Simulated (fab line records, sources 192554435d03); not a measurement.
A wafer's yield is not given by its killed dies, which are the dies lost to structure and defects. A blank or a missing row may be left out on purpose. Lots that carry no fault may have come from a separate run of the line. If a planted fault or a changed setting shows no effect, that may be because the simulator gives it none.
2 desks, one fault -- flow n5-finfet -- what lay behind the numbers comes last; until then each desk has only its own

## FOR THE TOOL OWNER'S DESK: litho-track-04
The tool's own readings at N5_BEOL_M3_COAT_22 (resist thk 30 nm): means of the sampled wafers that have a number, for each lot that ran on this tool. A lot is out of limits, marked OUT, if its mean lies more than 4 standard deviations from the usual mean; the brackets give that distance.
Columns: A = exhaust-pa at N5_BEOL_M3_COAT_22, usual 44.8 Pa; B = spin-speed-rpm at N5_BEOL_M3_COAT_22, usual 1500.2 rpm
lot,first seen here,A,B
L356,day 11 00:11,44.6,1501.2
L363,day 12 10:58,45.8,1167.2 (-99 or more) OUT
L365,day 12 23:09,45.0,1165.3 (-99 or more) OUT
This desk finds L363, L365 out of limits, L363 being first, at day 12 10:58 (spin-speed-rpm at N5_BEOL_M3_COAT_22). Within limits: L356.

## METROLOGY DESK
What the gauges read for every lot (on any tool): the sampled wafers with a number, averaged. A lot is out of limits, marked OUT, if its mean lies more than 4 standard deviations from the usual mean; the brackets give that distance. It has 10 readings; the 7 that lie furthest out on some lot are the ones shown.
Columns: A = DIBL_N at N5_BEOL_M4_RC_MEAS_101, usual 35.9 mV/V; B = DIBL_P at N5_BEOL_M4_RC_MEAS_101, usual 35.9 mV/V; C = ION_N at N5_BEOL_M4_RC_MEAS_101, usual 673 uA/um; D = ION_P at N5_BEOL_M4_RC_MEAS_101, usual 462 uA/um; E = SS_P at N5_BEOL_M4_RC_MEAS_101, usual 73.2 mV/dec; F = VT_N at N5_BEOL_M4_RC_MEAS_101, usual 250.3 mV; G = VT_P at N5_BEOL_M4_RC_MEAS_101, usual -250.6 mV
lot,first seen here,A,B,C,D,E,F,G
L348,day 9 16:26,35.4,35.3,670,464,73.1,250.6,-251.8
L356,day 12 11:02,35.9,33.3,671,469,72.8,252.6,-245.4
L363,day 13 17:47,36.2,36.9,679,463,73.2,248.4,-252.8
L365,day 14 20:24,37.3,35.7,661,459,73.8,252.2,-251.6
This desk's finding: nothing out of limits on any of the 4 lots.

## BROUGHT TOGETHER
The tool owner's desk could have raised an alarm at day 12 10:58, on L363, L365.
Nothing out of limits was seen by the metrology desk.
The metrology desk holds a record of L363, L365, inside its limits.
Every lot named ran N5_BEOL_M3_COAT_22 on litho-track-04.

## WHAT THE SIMULATOR HAD INSERTED
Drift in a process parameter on litho-track-04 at N5_BEOL_M3_COAT_22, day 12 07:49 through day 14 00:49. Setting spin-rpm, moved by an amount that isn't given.
Lots struck among those shown: L363, L365.
Each desk's first reading out of limits, in hours after the fault started: the tool owner's desk, 3.
